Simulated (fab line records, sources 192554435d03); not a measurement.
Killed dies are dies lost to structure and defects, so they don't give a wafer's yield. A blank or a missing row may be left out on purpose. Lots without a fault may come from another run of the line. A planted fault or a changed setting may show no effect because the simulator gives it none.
Which tool did it? | flow n5_finfet | 12 lots, 36 wafers sampled, at 1 step of a route of 1938

WHAT THE GAUGES READ, wafer by wafer
N5_BEOL_M13_CD_MEAS_10: target cd 190 nm.
lot  | measured     | on        | cd_nm (nm)
L075 | day 10 23:04 | cd_sem-02 | 189.1 187.4 187.8
L077 | day 11 07:53 | cd_sem-03 | 191.2 188.2 190.0
L079 | day 11 22:49 | cd_sem-01 | 190.8 189.2 189.6
L080 | day 12 05:17 | cd_sem-03 | 187.5 186.2 189.8
L082 | day 12 06:24 | cd_sem-01 | 187.3 187.1 187.1
L086 | day 13 17:29 | cd_sem-02 | 190.3 189.4 190.2
L085 | day 13 23:34 | cd_sem-03 | 190.7 189.2 187.8
L089 | day 14 04:39 | cd_sem-03 | 189.6 191.3 189.6
L090 | day 14 20:40 | cd_sem-03 | 188.8 191.5 188.8
L093 | day 15 18:29 | cd_sem-01 | 190.2 191.0 190.8
L096 | day 16 09:27 | cd_sem-02 | 189.2 188.7 189.5
L095 | day 16 12:50 | cd_sem-02 | 188.8 189.1 189.1

WHICH TOOL RAN EACH LOT (tool, then ch and the chambers of the sampled wafers, then the start)
The record holds no process step before these readings.

THE ANSWER, worked out from the rows above alone
Rule: what is usual is taken from the lots themselves. Put in order of their means at a reading, lots are off if they are a third of the lots or fewer, leave a main group of 4 or more, and stand apart from it by a gap of 3 or more times the standard deviation of the main group's means; of several such gaps the widest counts. A main group whose means are all the same, to the digits that the tables above print for the reading, isn't used. A lot without any number at a reading at which 4 lots or more have one is off too. The other lots that the step has rows for count as sound.
No lot is off at any reading shown: from this, nothing can be told.

WHAT THE SIMULATOR HAD PUT IN
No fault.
